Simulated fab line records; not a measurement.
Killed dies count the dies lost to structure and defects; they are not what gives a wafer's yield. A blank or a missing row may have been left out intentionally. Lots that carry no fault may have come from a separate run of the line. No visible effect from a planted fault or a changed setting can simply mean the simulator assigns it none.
fab line records | flow nand_harc
record lots=6 | wafers=18 | last_day=33
route steps=1302 shown P_START@1 P_ZERO_WELL@2
lots that met no fault: from a run of the same line without faults
start_h: start of the lot's first displayed wafer, in hours after the record's first day | wait_h: how many hours have passed since the lot's step before this one | " as in the row above | L1.1+2: one row covering several wafers at once | - no value, or no start given | * or withheld: withheld | < > ~ a bound
route shown NAME@n: NAME is a module with steps in the file, n the number in the route of the first one | usual: mean and standard deviation over wafers with no fault | same: alike in all rows | chamber/n: place in a boat | sites: readings site by site | _std_site: the standard deviation of these | _edge_site: mean of outer sites minus mean of inner sites | radius_mm: how far each site lies from the wafer's centre | mask NAME#n: copy n | behind: the last tool/chamber to shape the wafer | hold: why the lot went on hold/how many hours it stayed there/how the hold came to an end | device: names the non-switching transistor (n, p or np) | end of line: tests run on the same wafers once the route is complete | where a step has no rows: the recipe by itself | killed: dies that structure and defects cost at the first sort, which is not the same as the wafer's yield | map: shows each die of a wafer: x if killed, . if not, _ if none is there
set.NAME: the setting as run; set.NAME@STEP: as run at that earlier step | model.NAME: the simulator's own value behind a step, which no gauge read
lots seen at some steps along the route; tables by step, rows by wafer
services: a tool's chamber out of use, with start hour (start_h, from the record's first day; less than 0 if before it), hours out, and reason
## steps
# step NHARC_P_START_INSPECT_01
# usual raw_defect_count=3.8/2.2
lot.wafer | tool              | chamber | start_h | wait_h | raw_defect_count
L101.1    | defect_inspect-01 | -       | 20.04   | -      | 7
L101.4    | "                 | -       | "       | "      | 6
L101.6    | "                 | -       | "       | "      | 5
L111.1    | defect_inspect-02 | -       | 120.03  | -      | 7
L111.3    | "                 | -       | "       | "      | 0
L111.5    | "                 | -       | "       | "      | 8
L112.1    | defect_inspect-02 | -       | 130.04  | -      | 2
L112.2    | "                 | -       | "       | "      | 3
L112.5    | "                 | -       | "       | "      | 1
L120.2    | defect_inspect-02 | -       | 210.05  | -      | 4
L120.4    | "                 | -       | "       | "      | 7
L120.6    | "                 | -       | "       | "      | 7
L122.4    | defect_inspect-01 | -       | 230.05  | -      | 5
L122.5    | "                 | -       | "       | "      | 4
L122.6    | "                 | -       | "       | "      | 2
L123.1    | defect_inspect-02 | -       | 240.04  | -      | 4
L123.3    | "                 | -       | "       | "      | 3
L123.4    | "                 | -       | "       | "      | 8
# step NHARC_P_ZERO_WELL_PRECLEAN_00
# recipe time_s=600 | temp_c=120 | chemistry=SPM
# step NHARC_P_ZERO_WELL_SRD_01
# step NHARC_P_ZERO_WELL_PECVD_02
# recipe target_thk_a=100 | temp_c=400 | pressure_torr=6.5 | rf_w=withheld | teos_flow_sccm=withheld | flow_sccm=2650 | target_thk_nm=10 | gas=O2 | material=SiO2
# step NHARC_P_ZERO_WELL_DEHYDRATE_03
# recipe temp_c=150 | time_s=120
# step NHARC_P_ZERO_WELL_HMDS_04
# recipe time_s=30
# step NHARC_P_ZERO_WELL_COAT_64
# recipe temp_c=200 | time_s=65
# step NHARC_P_ZERO_WELL_COAT_05
# recipe spin_rpm=2000 | resist_thk_nm=600
# step NHARC_P_ZERO_WELL_SOFTBAKE_06
# recipe temp_c=125 | time_s=70
# step NHARC_P_ZERO_WELL_EBR_07
# step NHARC_P_ZERO_WELL_EXPOSE_08
# recipe na=0.55 | target_cd_nm=500 | dose_mj=33.8 | mask_id=P_ZERO
# usual stage_vel_mm_s=500.01/0.28
lot.wafer | tool           | chamber | start_h | wait_h | mask     | stage_vel_mm_s
L101.1    | krf_scanner-01 | 0       | 21.21   | -      | P_ZERO#0 | 499.79
L101.4    | "              | 0       | "       | "      | P_ZERO#0 | 499.84
L101.6    | "              | 0       | "       | "      | P_ZERO#0 | 499.39
L111.1    | krf_scanner-03 | 0       | 120.96  | -      | P_ZERO#0 | 499.59
L111.3    | "              | 0       | "       | "      | P_ZERO#0 | 499.50
L111.5    | "              | 0       | "       | "      | P_ZERO#0 | 499.53
L112.1    | krf_scanner-03 | 0       | 130.97  | -      | P_ZERO#0 | 500.10
L112.2    | "              | 0       | "       | "      | P_ZERO#0 | 500.10
L112.5    | "              | 0       | "       | "      | P_ZERO#0 | 500.40
L120.2    | krf_scanner-01 | 0       | 211.11  | -      | P_ZERO#0 | 499.93
L120.4    | "              | 0       | "       | "      | P_ZERO#0 | 499.73
L120.6    | "              | 0       | "       | "      | P_ZERO#0 | 499.83
L122.4    | krf_scanner-03 | 0       | 230.98  | -      | P_ZERO#0 | 500.44
L122.5    | "              | 0       | "       | "      | P_ZERO#0 | 499.81
L122.6    | "              | 0       | "       | "      | P_ZERO#0 | 500.05
L123.1    | krf_scanner-03 | 0       | 240.96  | -      | P_ZERO#0 | 499.73
L123.3    | "              | 0       | "       | "      | P_ZERO#0 | 499.79
L123.4    | "              | 0       | "       | "      | P_ZERO#0 | 499.94
# step NHARC_P_ZERO_WELL_PEB_09
# recipe peb_temp_c=128 | peb_time_s=80
# step NHARC_P_ZERO_WELL_DEVELOP_10
# recipe time_s=50 | dev_temp_c=22
# step NHARC_P_ZERO_WELL_CD_MEAS_11
# recipe target_cd_nm=500 | landing_energy_ev=500
# usual cd_nm=499.8/1.4
lot.wafer | tool      | chamber | start_h | wait_h | cd_nm
L101.1    | cd_sem-02 | 0       | 21.36   | -      | 499.5
L101.4    | "         | 0       | "       | "      | 499.9
L101.6    | "         | 0       | "       | "      | 497.1
L111.1    | cd_sem-03 | 0       | 121.11  | -      | 506.2
L111.3    | "         | 0       | "       | "      | 498.3
L111.5    | "         | 0       | "       | "      | 507.5
L112.1    | cd_sem-01 | 0       | 131.12  | -      | 507.7
L112.2    | "         | 0       | "       | "      | 499.1
L112.5    | "         | 0       | "       | "      | 507.0
L120.2    | cd_sem-02 | 0       | 211.26  | -      | 502.2
L120.4    | "         | 0       | "       | "      | 502.2
L120.6    | "         | 0       | "       | "      | 499.8
L122.4    | cd_sem-03 | 0       | 231.13  | -      | 499.9
L122.5    | "         | 0       | "       | "      | 500.6
L122.6    | "         | 0       | "       | "      | 501.1
L123.1    | cd_sem-02 | 0       | 241.11  | -      | 499.7
L123.3    | "         | 0       | "       | "      | 498.6
L123.4    | "         | 0       | "       | "      | 499.4
# step NHARC_P_ZERO_WELL_HARDBAKE_12
# recipe temp_c=118 | time_s=65
## services
tool           | chamber | start_h | hours | kind
krf_scanner-03 | -       | 52.14   | 4.0   | pm
krf_scanner-01 | 0       | 53.76   | -     | calibration
krf_scanner-03 | 0       | 74.50   | -     | calibration
krf_scanner-01 | -       | 140.00  | 4.0   | pm
krf_scanner-03 | -       | 224.14  | 4.0   | pm
krf_scanner-01 | -       | 230.86  | 0.5   | repair
krf_scanner-01 | 0       | 233.56  | -     | calibration
krf_scanner-03 | 0       | 235.28  | -     | calibration
## key
first_sign step=NHARC_P_ZERO_WELL_CD_MEAS_11 | reading=cd_nm | direction=up | sigmas=5.4 | usual=499.8 | struck=507.1
effect none on later readings
met_at NHARC_P_ZERO_WELL_EXPOSE_08
struck_wafers L111.1,L111.5,L112.1,L112.5
tester_left_out L111,L112
fault kind=process_parameter_drift | tool=krf_scanner-03 | chamber=- | onset_h=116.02 | steps=NHARC_P_ZERO_WELL_EXPOSE_08 | channel=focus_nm | offset=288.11 | shape=step | end_h=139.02 | scope=struck_wafers_only
# tester_left_out: of these lots the tester's yield and bins aren't shown, on N5 and GAA mostly nor the transistor test; their killed dies are dies lost to structure and defects alone, not to doping, threshold or leakage, so they don't give the yield
